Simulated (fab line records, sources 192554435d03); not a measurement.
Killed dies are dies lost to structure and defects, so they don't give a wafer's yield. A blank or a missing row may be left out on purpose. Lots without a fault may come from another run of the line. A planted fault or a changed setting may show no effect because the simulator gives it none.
Chamber matching | flow n5_finfet | N5_BEOL_M1_DESCUM_33 on rie_diel-06: 4 sister chambers
The step chemistry O2, time 7 s. 16 wafers are shown with their chamber, then 8 later ones without.

WAFERS WITH THEIR CHAMBER
wafer  | chamber | showerhead_plenum_p_Torr (Torr) | throttle_valve_pct (%) | drypump_motor_current_A (A)
L074.1 | 2       | 2.17                            | 20.51                  | 5.2
L074.4 | 0       | 2.07                            | 20.27                  | 5.0
L074.6 | 1       | 1.99                            | 20.31                  | 5.7
L077.4 | 2       | 2.17                            | 20.50                  | 5.2
L077.5 | 2       | 2.17                            | 20.50                  | 5.2
L077.6 | 1       | 1.99                            | 20.31                  | 5.6
L082.1 | 2       | 2.17                            | 20.50                  | 5.2
L082.3 | 3       | 2.02                            | 20.93                  | 5.3
L082.4 | 1       | 1.99                            | 20.32                  | 5.7
L091.2 | 1       | 1.99                            | 20.33                  | 5.6
L091.5 | 3       | 2.02                            | 20.95                  | 5.4
L091.6 | 0       | 2.06                            | 20.28                  | 4.9
L092.1 | 3       | 2.02                            | 20.95                  | 5.4
L092.2 | 1       | 1.99                            | 20.36                  | 5.7
L092.4 | 3       | 2.02                            | 20.95                  | 5.4
L093.2 | 0       | 2.06                            | 20.30                  | 4.9

SIGNATURES (means of the wafers above)
reading                  | chamber 0 | chamber 1 | chamber 2 | chamber 3 | scatter within a chamber
showerhead_plenum_p_Torr | 2.0633    | 1.9900    | 2.1700    | 2.0200    | 0.00236
throttle_valve_pct       | 20.2833   | 20.3260   | 20.5025   | 20.9450   | 0.0146
drypump_motor_current_A  | 4.933     | 5.660     | 5.200     | 5.375     | 0.0467
Rule: a wafer's distance from a chamber is the root of the sum, over the readings, of the square of ((its reading less the chamber's mean) divided by the reading's scatter). The wafer belongs to the nearest chamber; if the next one is less than 2 further off, it can't be placed. The scatter: the root of (the sum of the squares of (reading less its chamber's mean) over the shown wafers, divided by (wafers less chambers)).

WAFERS WITHOUT THEIR CHAMBER
wafer  | showerhead_plenum_p_Torr (Torr) | throttle_valve_pct (%) | drypump_motor_current_A (A)
L093.4 | 2.16                            | 20.50                  | 5.2
L093.6 | 2.02                            | 20.98                  | 5.4
L096.2 | 2.01                            | 20.97                  | 5.4
L096.5 | 2.01                            | 20.97                  | 5.3
L096.6 | 2.06                            | 20.29                  | 4.9
L097.1 | 1.98                            | 20.34                  | 5.6
L097.5 | 2.16                            | 20.54                  | 5.2
L097.6 | 1.98                            | 20.36                  | 5.6

WHICH CHAMBER EACH WENT THROUGH
wafer  | from the rows above | in truth
L093.4 | 2                   | 2
L093.6 | 3                   | 3
L096.2 | 3                   | 3
L096.5 | 3                   | 3
L096.6 | 0                   | 0
L097.1 | 1                   | 1
L097.5 | 2                   | 2
L097.6 | 1                   | 1
Placed correctly: 8 of 8. Can't be placed from these rows: 0. Placed wrongly: 0.
